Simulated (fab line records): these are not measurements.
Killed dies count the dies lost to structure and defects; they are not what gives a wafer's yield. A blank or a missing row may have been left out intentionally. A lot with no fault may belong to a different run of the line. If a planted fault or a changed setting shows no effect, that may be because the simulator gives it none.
Problem report, 8D (eight disciplines) form, completed by code ; flow n5Finfet ; the parts of the form that need people (team, actions taken, sign-off) are left out

1. PROBLEM STATEMENT
Mean of h2FlowSccm at N5_BEOL_M0_SAQP_STRIP_86: 330.4 sccm across 6 wafers in 2 lots; on wafers with no fault it is 300.0 sccm (standard deviation 0.88). Measured from the usual mean, that is +35 standard deviations.
The step: strips in N2/H2.
Earliest sighting: wafer L311.2 on rieDiel-06 at day 7 03:01. The record has a number at this step for 27 wafers belonging to 9 lots. The rule behind "out" and "out of limits": a value lying over 4 standard deviations away from the usual mean. The other wafers with a number count as sound.

2. WHAT IT IS, WHAT IT ISN'T
question;is;is not
which readings at this step;h2FlowSccm, throttleValvePct;oesProductAu, rfVppV
which lots;L311, L313;L305, L318, L319, L320, L322, L327, L328
which wafers of those lots;all that have a number;-
read on which tools;rieDiel-06;rieDiel-03, rieDiel-05
when;from day 7 03:01;"up to then (3 sound wafers); but 18 sound wafers of L318, L319, L320, L322, L327, L328 came after"

3. SUSPECTS, AND WHAT RULES EACH OUT
Counting: a tool stays on the suspect list if, at a process step up to the reading, it processed all lots that are out and no sound lot following the first of them.
- rieDiel-06 at N5_BEOL_M0_SAQP_STRIP_86 (strips in N2/H2): ruled out as a lasting fault. After its first lot that is out, L311 (day 7 03:01), sound lots L322, L327, L328 ran on it.
Left after counting: nothing in the record.

4. THE CAUSE (what the simulator had put in)
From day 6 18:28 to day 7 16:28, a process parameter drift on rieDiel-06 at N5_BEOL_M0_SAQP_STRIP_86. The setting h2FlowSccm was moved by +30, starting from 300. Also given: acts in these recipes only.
Counting ruled it out, wrongly.

5. THE EFFECT CHAIN, in route order
Each row: a reading whose mean over the struck wafers that have a number lies more than 3 standard deviations from the usual. Scope: only readings with a usual standard deviation given in the record; hours: median across lots of the time from each lot's start at the first step in this table that gives one to its start at this step; sigmas: change in usual standard deviations.
hours;step;reading;usual;on struck wafers;change;sigmas
0;N5_BEOL_M0_SAQP_STRIP_86;h2FlowSccm;300.0 sccm;330.4;+30.4;+35
0;N5_BEOL_M0_SAQP_STRIP_86;throttleValvePct;19.1 %;22.4;+3.3;+7.3
Its process steps:
- N5_BEOL_M0_SAQP_STRIP_86: strips in N2/H2.
Later measuring or inspecting steps at which every struck wafer that the step has a row for has a number for every such reading, and none has moved that far: N5_BEOL_M4_RC_MEAS_101.

6. HOW IT WOULD HAVE BEEN CAUGHT EARLIER
The fault began at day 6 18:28; the first out-of-limits reading in this record came at day 7 03:01, 9 hours later.
